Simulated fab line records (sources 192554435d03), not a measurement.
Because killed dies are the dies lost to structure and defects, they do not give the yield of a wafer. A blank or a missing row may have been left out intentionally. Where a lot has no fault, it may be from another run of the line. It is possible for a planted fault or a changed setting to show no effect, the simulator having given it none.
fab line records	flow n5_finfet
[record] lots = 11	wafers = 30	last_day = 17
route steps=1938 shown BEOL_M9@1418 PASSIVATION@1936
lots that met no fault: taken from a fault-free run of the same line
start_h: hours from the record's opening day to when the first of the lot's shown wafers began	wait_h: hours since the lot's step before	" same as the row above	L1.1+2: several wafers, shown together as one row	- no value, or no start given	* or withheld: withheld	< > ~ a bound
route shown NAME@n: names a module that has steps shown in the file, with the first one's number in the route	usual: mean/standard deviation of fault-free wafers	same: alike in all rows	chamber/n: place in a boat	sites: each site's reading	_std_site: standard deviation across them	_edge_site: the outer-site mean with the inner-site mean subtracted	radius_mm: for every site, how far away it sits from the centre of the wafer	mask NAME#n: copy n	behind: the most recent tool/chamber to have shaped the wafer	hold: why the lot went on hold/how many hours it stayed there/how the hold came to an end	device: the n, p or np transistor that did not switch	end of line: at the end of the route, the tests of the same wafers	a step without rows: its recipe alone	killed: count of dies lost to structure and defects at first sort (not the wafer's yield)	map: the dies of a wafer, with x for killed, . for not killed, _ for no die there
set.NAME: the setting the step ran with; set.NAME@STEP: the setting that earlier step ran with	model.NAME: the simulator's own value behind a step, which no gauge read
one table for each step of the route and one row for each wafer, over a sample of lots
services: when a tool's chamber went out of use (start_h, in hours from the record's first day, below 0 if earlier), for how many hours, and the reason
[[steps]]
[step N5_BEOL_M9_ETCH_61]
[recipe] chemistry = CF4	target = SiARC	target_depth_a = 390	mask_material = CAR-ArF	time_s = 65	ion_energy_ev = 80	pressure_mtorr = 40	source_w = 545	bias_w = 36	Ar_flow_sccm = 100	cf4_flow_sccm = 100	ends = cleared
[usual] drypump_motor_current_A = 5.7/0.41	etch_rf_on_time_s = 65.2/2.1	mfc_ar_sccm = 99.95/0.29	oes_product_au = 0.65/0.069	rf_vpp_V = 183.8/1.2	showerhead_plenum_p_Torr = 2.11/0.067	throttle_valve_pct = 15.75/0.25
lot.wafer	tool	chamber	start_h	wait_h	drypump_motor_current_A	etch_rf_on_time_s	mfc_ar_sccm	oes_product_au	rf_hours_counter_h	rf_vpp_V	showerhead_plenum_p_Torr	throttle_valve_pct
L322.2	rie_diel-03	0	221.12	0.0	5.4	66.2	100.04	0.63	201	184.5	2.22	16.05
L322.5	"	3	"	"	5.2	68.3	99.43	0.62	-	183.7	2.06	15.81
L327.1	rie_diel-01	1	242.10	0.0	5.3	65.6	99.59	0.63	173	181.5	2.04	15.75
L327.3	"	2	"	"	6.1	65.6	99.56	0.63	176	183.5	2.21	15.47
L325.1	rie_diel-02	3	244.60	0.0	5.3	63.7	99.50	0.70	94	185.0	2.17	15.54
L325.6	"	2	"	"	5.9	68.0	99.97	0.62	-	184.0	2.14	15.72
L328.3	rie_diel-01	1	261.15	0.0	5.3	65.9	100.21	0.62	179	182.6	2.03	15.76
L328.4	"	3	"	"	6.1	62.0	99.91	0.62	224	182.4	2.03	16.14
L328.5	"	3	"	"	6.1	62.1	100.23	0.62	-	183.1	2.03	16.15
L329.1	rie_diel-02	3	263.61	0.0	5.4	63.3	100.18	0.69	99	185.3	2.17	15.57
L329.5	"	3	"	"	5.4	63.9	99.99	0.69	-	183.5	2.17	15.54
L329.6	"	2	"	"	5.9	68.5	99.87	0.61	-	185.7	2.14	15.73
L331.2	rie_diel-01	2	273.36	0.0	6.1	65.3	99.88	0.62	186	184.8	2.21	15.47
L331.3	"	1	"	"	5.3	64.3	99.87	0.64	183	181.8	2.03	15.77
L331.4	"	3	"	"	6.0	61.5	99.71	0.61	228	183.3	2.03	16.14
L333.1	rie_diel-02	2	279.14	0.0	5.9	67.9	100.12	0.61	171	183.0	2.13	15.74
L333.3	"	1	"	"	5.6	65.5	99.26	0.64	173	182.9	2.04	15.87
L333.4	"	0	"	"	5.6	65.0	100.02	0.77	23	185.6	2.19	15.25
L339.1	rie_diel-01	0	330.90	0.0	6.4	65.7	99.55	0.60	221	184.0	2.10	15.49
L339.3	"	3	"	"	6.0	62.6	100.01	0.61	246	183.2	2.03	16.19
L339.6	"	0	"	"	6.4	66.2	100.14	0.60	-	185.2	2.10	15.49
L340.1	rie_diel-02	1	333.95	0.0	5.6	65.4	99.82	0.63	190	182.9	2.04	15.90
L340.4	"	3	"	"	5.4	64.3	100.15	0.67	123	184.7	2.16	15.60
L340.6	"	1	"	"	5.6	65.4	99.88	0.63	-	183.8	2.04	15.89
L342.1	rie_diel-01	0	336.90	0.0	6.4	65.4	100.35	0.60	223	184.9	2.10	15.49
L342.2	"	3	"	"	6.1	61.8	99.93	0.60	248	182.4	2.02	16.19
L342.5	"	0	"	"	6.4	64.7	99.84	0.61	-	184.9	2.10	15.50
L344.1	rie_diel-01	2	340.46	0.0	6.1	65.2	99.99	0.60	206	184.4	2.20	15.53
L344.2	"	3	"	"	6.1	61.5	99.59	0.60	249	183.8	2.02	16.17
L344.6	"	3	"	"	6.1	61.0	99.93	0.60	-	184.1	2.02	16.19
[step N5_BEOL_M9_ETCH_65]
[recipe] chemistry = CF4	target = SiARC	target_depth_a = 156	mask_material = CAR-EUV	time_s = 26	ion_energy_ev = 80	pressure_mtorr = 40	source_w = 545	bias_w = 36	Ar_flow_sccm = 100	cf4_flow_sccm = 100	ends = cleared
[usual] drypump_motor_current_A = 5.7/0.42	etch_rf_on_time_s = 26.0/0.81	mfc_ar_sccm = 100.0/0.34	oes_product_au = 0.66/0.074	rf_vpp_V = 183.8/1.2	showerhead_plenum_p_Torr = 2.11/0.066	throttle_valve_pct = 15.75/0.26
lot.wafer	tool	chamber	start_h	wait_h	drypump_motor_current_A	etch_rf_on_time_s	mfc_ar_sccm	oes_product_au	rf_hours_counter_h	rf_vpp_V	showerhead_plenum_p_Torr	throttle_valve_pct
L322.2	rie_diel-01	0	223.70	0.0	6.4	26.0	99.6	0.63	186	183.9	2.11	15.43
L322.5	"	0	"	"	6.4	26.0	99.7	0.63	-	183.8	2.11	15.41
L327.1	rie_diel-03	1	243.10	0.0	5.1	26.5	100.1	0.56	249	184.9	2.11	16.14
L327.3	"	0	"	"	5.4	26.3	99.9	0.61	209	185.0	2.22	16.06
L325.1	rie_diel-01	3	248.27	0.0	6.1	24.8	100.1	0.61	221	182.9	2.03	16.13
L325.6	"	3	"	"	6.1	24.5	100.4	0.62	-	181.6	2.03	16.14
L328.3	rie_diel-02	2	262.30	0.0	5.9	27.5	99.8	0.60	165	184.0	2.14	15.75
L328.4	"	0	"	"	5.6	26.1	99.9	0.77	18	184.6	2.19	15.25
L328.5	"	2	"	"	5.9	27.5	99.4	0.62	-	182.4	2.14	15.74
L329.1	rie_diel-03	3	265.45	0.0	5.2	26.8	100.1	0.62	178	183.9	2.05	15.86
L329.5	"	1	"	"	5.1	24.9	100.3	0.86	-	184.3	2.11	15.67
L329.6	"	0	"	"	5.4	26.2	100.2	0.62	-	184.0	2.22	16.09
L331.2	rie_diel-01	2	276.74	0.0	6.1	26.7	100.2	0.60	187	186.4	2.21	15.48
L331.3	"	3	"	"	6.1	25.0	99.6	0.61	229	182.6	2.03	16.15
L331.4	"	1	"	"	5.3	26.4	100.1	0.62	184	182.3	2.03	15.79
L333.1	rie_diel-01	0	280.81	0.0	6.4	26.3	100.0	0.61	204	185.4	2.11	15.47
L333.3	"	1	"	"	5.3	26.1	100.4	0.63	185	183.0	2.03	15.77
L333.4	"	2	"	"	6.2	26.6	100.1	0.60	188	184.8	2.21	15.49
L339.1	rie_diel-03	0	332.08	0.0	5.4	26.5	100.4	0.60	239	185.0	2.21	16.10
L339.3	"	1	"	"	5.1	25.4	100.2	0.78	20	183.4	2.11	15.69
L339.6	"	0	"	"	5.4	26.6	100.1	0.59	-	183.9	2.21	16.12
L340.1	rie_diel-03	1	335.00	0.0	5.1	25.5	100.4	0.78	21	183.6	2.11	15.70
L340.4	"	0	"	"	5.4	26.7	100.0	0.59	240	183.9	2.21	16.13
L340.6	"	0	"	"	5.4	26.9	100.1	0.59	-	184.5	2.21	16.13
L342.1	rie_diel-01	0	338.93	0.0	6.4	26.2	99.9	0.60	223	184.5	2.10	15.49
L342.2	"	1	"	"	5.3	26.1	99.8	0.61	202	183.9	2.03	15.82
L342.5	"	3	"	"	6.1	25.1	99.8	0.60	-	182.9	2.02	16.18
L344.1	rie_diel-02	2	343.39	0.0	5.9	27.2	100.0	0.60	185	183.4	2.13	15.77
L344.2	"	1	"	"	5.6	26.1	100.3	0.63	193	182.3	2.03	15.90
L344.6	"	1	"	"	5.6	26.6	100.3	0.62	-	182.7	2.03	15.91
[step N5_BEOL_M9_STRIP_36]
[recipe] chemistry = N2/H2	power_w = 450	temp_c = 40	pressure_mtorr = 20	rf_frequency_hz = 6e+07	overash_fraction = 0.3	bias_power_w = 7	h2_frac = 0.5	n2_flow_sccm = 200	h2_flow_sccm = 200
[usual] bias_power_w = 7.000/0.021	drypump_motor_current_A = 5.7/0.42	h2_flow_sccm = 200.0/0.65	oes_product_au = 0.76/0.086	power_w = 449.9/1.4	rf_vpp_V = 59.0/1.3	showerhead_plenum_p_Torr = 2.50/0.085	throttle_valve_pct = 23.8/0.38
lot.wafer	tool	chamber	start_h	wait_h	bias_power_w	drypump_motor_current_A	h2_flow_sccm	oes_product_au	power_w	rf_hours_counter_h	rf_vpp_V	showerhead_plenum_p_Torr	throttle_valve_pct
L322.2	rie_diel-01	0	223.89	0.0	6.986	6.4	200.1	0.71	451.0	186	59.2	2.51	23.3
L322.5	"	0	"	"	7.025	6.4	200.6	0.72	448.9	-	61.2	2.51	23.3
L327.1	rie_diel-03	1	243.29	0.0	6.943	5.1	199.3	0.65	448.9	249	59.5	2.51	24.3
L327.3	"	0	"	"	7.032	5.4	200.0	0.72	451.3	209	60.9	2.64	24.0
L325.1	rie_diel-01	3	248.46	0.0	7.003	6.1	200.5	0.70	450.6	221	60.7	2.40	24.3
L325.6	"	3	"	"	7.013	6.1	199.7	0.70	449.3	-	58.7	2.40	24.3
L328.3	rie_diel-02	2	262.49	0.0	6.995	5.9	199.3	0.73	449.7	165	57.7	2.53	23.5
L328.4	"	0	"	"	6.992	5.6	199.7	0.90	449.8	18	59.2	2.61	23.4
L328.5	"	2	"	"	6.999	5.9	199.7	0.74	448.7	-	59.4	2.53	23.5
L329.1	rie_diel-03	3	265.64	0.0	7.005	5.2	199.5	0.73	447.5	178	59.2	2.41	23.7
L329.5	"	1	"	"	7.019	5.1	200.4	0.98	450.9	-	57.6	2.51	24.1
L329.6	"	0	"	"	6.975	5.4	199.6	0.71	448.7	-	61.5	2.64	24.0
L331.2	rie_diel-01	2	276.93	0.0	7.005	6.1	201.0	0.71	448.5	187	58.5	2.63	23.3
L331.3	"	3	"	"	6.983	6.1	200.0	0.69	450.7	229	59.7	2.39	24.3
L331.4	"	1	"	"	6.980	5.3	200.6	0.72	450.4	184	59.1	2.42	24.1
L333.1	rie_diel-01	0	281.00	0.0	7.032	6.4	200.4	0.69	449.0	204	60.5	2.50	23.3
L333.3	"	1	"	"	7.017	5.3	200.5	0.72	450.1	185	58.4	2.42	24.1
L333.4	"	2	"	"	6.988	6.1	201.0	0.71	451.0	188	58.9	2.63	23.3
L339.1	rie_diel-03	0	332.27	0.0	7.013	5.4	199.5	0.70	472.1	239	59.0	2.63	24.0
L339.3	"	1	"	"	6.999	5.1	201.1	0.92	472.3	20	59.2	2.50	24.1
L339.6	"	0	"	"	7.031	5.4	199.0	0.68	475.6	-	57.4	2.63	24.0
L340.1	rie_diel-03	1	335.19	0.0	7.000	5.1	198.6	0.91	472.4	21	57.9	2.50	24.1
L340.4	"	0	"	"	6.955	5.4	200.3	0.68	475.7	240	57.5	2.63	24.0
L340.6	"	0	"	"	6.987	5.4	199.9	0.68	474.5	-	58.9	2.63	24.0
L342.1	rie_diel-01	0	339.12	0.0	6.964	6.4	200.9	0.69	450.3	223	61.4	2.49	23.4
L342.2	"	1	"	"	6.994	5.3	199.9	0.72	450.0	203	57.5	2.41	24.1
L342.5	"	3	"	"	6.988	6.1	200.8	0.68	448.6	-	60.4	2.39	24.3
L344.1	rie_diel-02	2	343.58	0.0	6.958	5.9	200.8	0.71	449.7	186	59.6	2.52	23.5
L344.2	"	1	"	"	7.003	5.6	199.1	0.73	448.0	194	61.0	2.41	23.9
L344.6	"	1	"	"	7.022	5.6	200.0	0.73	447.6	-	59.3	2.41	23.9
[step N5_BEOL_M9_PRE_CLEAN_45]
[recipe] gas = H2/He	time_s = 30	temp_c = 250
[usual] heater_power_w = 359/25
lot.wafer	tool	chamber	start_h	wait_h	heater_power_w
L322.2	pvd_sputter-01	-	225.16	0.0	352
L322.5	"	-	"	"	382
L327.1	pvd_sputter-03	-	244.23	0.0	359
L327.3	"	-	"	"	406
L325.1	pvd_sputter-02	-	249.42	0.0	336
L325.6	"	-	"	"	342
L328.3	pvd_sputter-01	-	263.34	0.0	355
L328.4	"	-	"	"	394
L328.5	"	-	"	"	364
L329.1	pvd_sputter-02	-	266.44	0.0	348
L329.5	"	-	"	"	329
L329.6	"	-	"	"	334
L331.2	pvd_sputter-03	-	278.08	0.0	359
L331.3	"	-	"	"	346
L331.4	"	-	"	"	324
L333.1	pvd_sputter-03	-	282.08	0.0	348
L333.3	"	-	"	"	402
L333.4	"	-	"	"	368
L339.1	pvd_sputter-03	-	333.47	0.0	374
L339.3	"	-	"	"	393
L339.6	"	-	"	"	328
L340.1	pvd_sputter-02	-	336.08	0.0	348
L340.4	"	-	"	"	350
L340.6	"	-	"	"	347
L342.1	pvd_sputter-03	-	340.15	0.0	327
L342.2	"	-	"	"	404
L342.5	"	-	"	"	366
L344.1	pvd_sputter-03	-	344.46	0.0	370
L344.2	"	-	"	"	349
L344.6	"	-	"	"	368
[step N5_PASSIVATION_PROBE_49]
[usual] defect_limited_yield = 91.3/1.4	killed_at_M0_to_M3 = 33/9.9	killed_at_M4_up = 15/5.6	killed_at_contacts = 13/5.7	killed_at_front_end = 38/12	killed_at_other = 4/3.1	killed_dies = 103/17	killed_open = 66/13	killed_short = 32/7.8	sort_bin_4_leakage = 0.02/0.16	sort_bin_5_function = 5.1/0.95	sort_bin_6_memory = 3.2/0.68	sort_n_pass = 1077/17	sort_yield_pct = 91.3/1.5
[same] gross_dies = 1180	killed_at_back_side = 0	sort_bin_8_speed[%] = 0
lot.wafer	tool	chamber	start_h	wait_h	defect_limited_yield[%]	killed_at_M0_to_M3	killed_at_M4_up	killed_at_contacts	killed_at_front_end	killed_at_other	killed_dies	killed_open	killed_short	sort_bin_4_leakage[%]	sort_bin_5_function[%]	sort_bin_6_memory[%]	sort_n_pass	sort_yield_pct[%]
L329.1	prober-01	-	324.85	0.0	91.3	25	13	12	51	2	103	77	25	0	4.8	3.6	1077	91.3
L329.5	prober-01	-	325.05	0.2	92.4	25	25	7	31	2	90	60	28	0	4.5	3.0	1090	92.4
L329.6	prober-01	-	325.10	0.3	92.7	26	24	6	26	4	86	55	30	0	4.3	2.8	1094	92.7
L339.1	prober-01	-	389.04	0.0	89.2	41	30	13	37	7	128	89	31	0	6.5	3.6	1052	89.2
L339.3	prober-01	-	389.14	0.1	90.8	36	10	13	29	21	109	60	37	0	6.2	2.7	1071	90.8
L339.6	prober-01	-	389.29	0.3	91.2	34	19	7	31	13	104	58	34	0	5.8	2.7	1076	91.2
L340.1	prober-01	-	396.70	0.0	91.0	36	10	12	43	5	106	65	37	0	5.1	3.4	1074	91.0
L342.1	prober-02	-	399.95	0.0	92.8	14	11	5	50	5	85	42	31	0	3.6	2.9	1095	92.8
L342.2	prober-02	-	400.00	0.1	90.4	37	18	16	38	4	113	62	46	0	5.4	3.9	1067	90.4
L342.5	prober-02	-	400.15	0.2	91.9	25	13	18	33	6	95	61	30	0	4.7	3.0	1085	91.9
L344.1	prober-02	-	406.15	0.0	92.5	32	9	12	33	2	88	50	37	0	4.7	2.3	1092	92.5
L344.2	prober-02	-	406.20	0.1	91.9	29	12	5	49	0	95	52	36	0	4.4	2.9	1085	91.9
L344.6	prober-02	-	406.40	0.3	93.3	42	5	10	20	2	79	47	29	0	3.6	2.8	1101	93.3
// killed by level:class
L329.1 FIN_SAQP:geometric_particle:open=26 BEOL_M3:geometric_particle:open=10 MOL_CONTACT_COAG:geometric_particle:open=8 BEOL_M5:geometric_particle:open=7 FIN_SAQP:geometric_particle:short=6 BEOL_M2:geometric_particle:open=5 MOL_CONTACT_COAG:geometric_particle:short=4 GATE_CUT:geometric_particle:short=3
L329.5 BEOL_M4:geometric_particle:open=11 FIN_SAQP:geometric_particle:open=9 FIN_SAQP:geometric_particle:short=9 BEOL_M2:geometric_particle:open=6 MOL_CONTACT_COAG:geometric_particle:open=5 BEOL_M0_SAQP:geometric_particle:short=5 BEOL_M3:geometric_particle:open=5 STARTING-WAFER:geometric_particle:open=5
L329.6 BEOL_M4:geometric_particle:open=15 GATE_CUT:geometric_particle:open=5 BEOL_M0_SAQP:geometric_particle:short=5 FIN_SAQP:geometric_particle:short=4 GATE_CUT:geometric_particle:short=4 MOL_CONTACT_COAG:geometric_particle:open=4 BEOL_M0_SAQP:geometric_particle:open=4 BEOL_M0:geometric_particle:short=4
L339.1 BEOL_M4:geometric_particle:open=20 MOL_CONTACT_COAG:geometric_particle:open=12 STI_FIN_REVEAL:geometric_particle:open=11 BEOL_M0_SAQP:geometric_particle:short=9 BEOL_M0_SAQP:geometric_particle:open=8 BEOL_M3:geometric_particle:open=8 HKMG_FIN:area_etch=5 FIN_SAQP:geometric_particle:open=4
L339.3 BEOL_M0_SAQP:geometric_particle:short=11 PASSIVATION:area_etch=10 MOL_CONTACT_COAG:geometric_particle:open=9 BEOL_M0_SAQP:geometric_particle:open=9 STI_FIN_REVEAL:geometric_particle:open=6 BEOL_M4:geometric_particle:open=6 PASS1_CAP:geometric_particle:short=5 BEOL_M1:geometric_particle:open=4
L339.6 BEOL_M4:geometric_particle:open=12 PASSIVATION:area_etch=9 BEOL_M0_SAQP:geometric_particle:open=8 FIN_SAQP:geometric_particle:open=6 BEOL_M3:geometric_particle:open=6 MOL_CONTACT_COAG:geometric_particle:open=5 STI_FIN_REVEAL:geometric_particle:open=4 BEOL_M0_SAQP:geometric_particle:short=4
L340.1 STI_FIN_REVEAL:geometric_particle:open=11 MOL_CONTACT_COAG:geometric_particle:open=10 FIN_SAQP:geometric_particle:short=8 BEOL_M2:geometric_particle:open=8 BEOL_M3:geometric_particle:open=6 BEOL_M0_SAQP:geometric_particle:open=5 GATE_CUT:geometric_particle:short=5 BEOL_M1:geometric_particle:open=5
L342.1 FIN_SAQP:geometric_particle:open=12 FIN_SAQP:geometric_particle:short=10 HKMG_FIN:area_etch=8 BEOL_M3:geometric_particle:open=6 MOL_CONTACT_COAG:geometric_particle:open=4 BEOL_M0_SAQP:geometric_particle:short=4 STARTING-WAFER:geometric_particle:short=4 DUMMY_GATE:geometric_particle:short=3
L342.2 MOL_CONTACT_COAG:geometric_particle:open=13 FIN_SAQP:geometric_particle:short=9 BEOL_M0_SAQP:geometric_particle:short=9 FIN_SAQP:geometric_particle:open=8 BEOL_M3:geometric_particle:open=8 GATE_CUT:geometric_particle:short=6 BEOL_M4:geometric_particle:open=6 BEOL_M0:geometric_particle:open=5
L342.5 MOL_CONTACT_COAG:geometric_particle:open=17 FIN_SAQP:geometric_particle:open=11 BEOL_M3:geometric_particle:open=9 GATE_CUT:geometric_particle:short=6 BEOL_M0_SAQP:geometric_particle:short=6 BEOL_M5:geometric_particle:open=6 FIN_SAQP:geometric_particle:short=5 STARTING-WAFER:geometric_particle:open=3
L344.1 FIN_SAQP:geometric_particle:short=9 BEOL_M2:geometric_particle:open=9 MOL_CONTACT_COAG:geometric_particle:open=8 GATE_CUT:geometric_particle:short=7 BEOL_M0_SAQP:geometric_particle:short=6 BEOL_M3:geometric_particle:open=5 STI_FIN_REVEAL:geometric_particle:open=4 MOL_CONTACT_COAG:geometric_particle:short=4
L344.2 FIN_SAQP:geometric_particle:short=15 FIN_SAQP:geometric_particle:open=10 BEOL_M0_SAQP:geometric_particle:short=8 BEOL_M3:geometric_particle:open=8 STI_FIN_REVEAL:geometric_particle:open=6 BEOL_M0_SAQP:geometric_particle:open=5 BEOL_M4:geometric_particle:open=5 MOL_CONTACT_COAG:geometric_particle:open=4
L344.6 BEOL_M0_SAQP:geometric_particle:short=13 MOL_CONTACT_COAG:geometric_particle:open=9 BEOL_M3:geometric_particle:open=8 BEOL_M0_SAQP:geometric_particle:open=8 BEOL_M1:geometric_particle:open=5 FIN_SAQP:geometric_particle:open=3 GATE_CUT:geometric_particle:short=3 BEOL_M2:geometric_particle:open=3
[[services]]
tool	chamber	start_h	hours	kind
rie_diel-01	1	197.73	6.1	repair
rie_diel-01	1	210.44	1.8	repair
rie_diel-02	-	212.13	28.1	pm
pvd_sputter-03	-	216.20	4.0	repair
rie_diel-03	1	245.77	-	clean
rie_diel-03	1	245.77	-	consumable_replace:focus_ring
rie_diel-03	1	245.77	18.5	scheduled_down
rie_diel-03	1	245.77	18.5	vent_cycle
rie_diel-02	1	285.26	2.9	repair
rie_diel-02	2	311.15	15.1	repair
rie_diel-03	2	315.58	9.5	repair
[[key]]
[first_sign] step = N5_BEOL_M9_STRIP_36	reading = power_w	direction = up	sigmas = 17	usual = *	struck = *
effect none on later readings
met_at N5_BEOL_M9_STRIP_36
struck_lots L339,L340
[baseline_loss] step = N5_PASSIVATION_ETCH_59	wafers = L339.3
not_acting_at N5_BEOL_M9_ETCH_61,N5_BEOL_M9_ETCH_65,N5_BEOL_M9_PRE_CLEAN_45
onset_between 265.64 332.27
[fault] kind = process_parameter_drift	tool = rie_diel-03	chamber = -	onset_h = 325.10	steps = N5_BEOL_M9_STRIP_36	channel = power_w	offset = *	shape = step	end_h = 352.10	acts_in = *	stated = *
// baseline_loss: these wafers lose ten dies or more at that step, a loss of the line's own and not of a fault; the sort's usual values leave them out
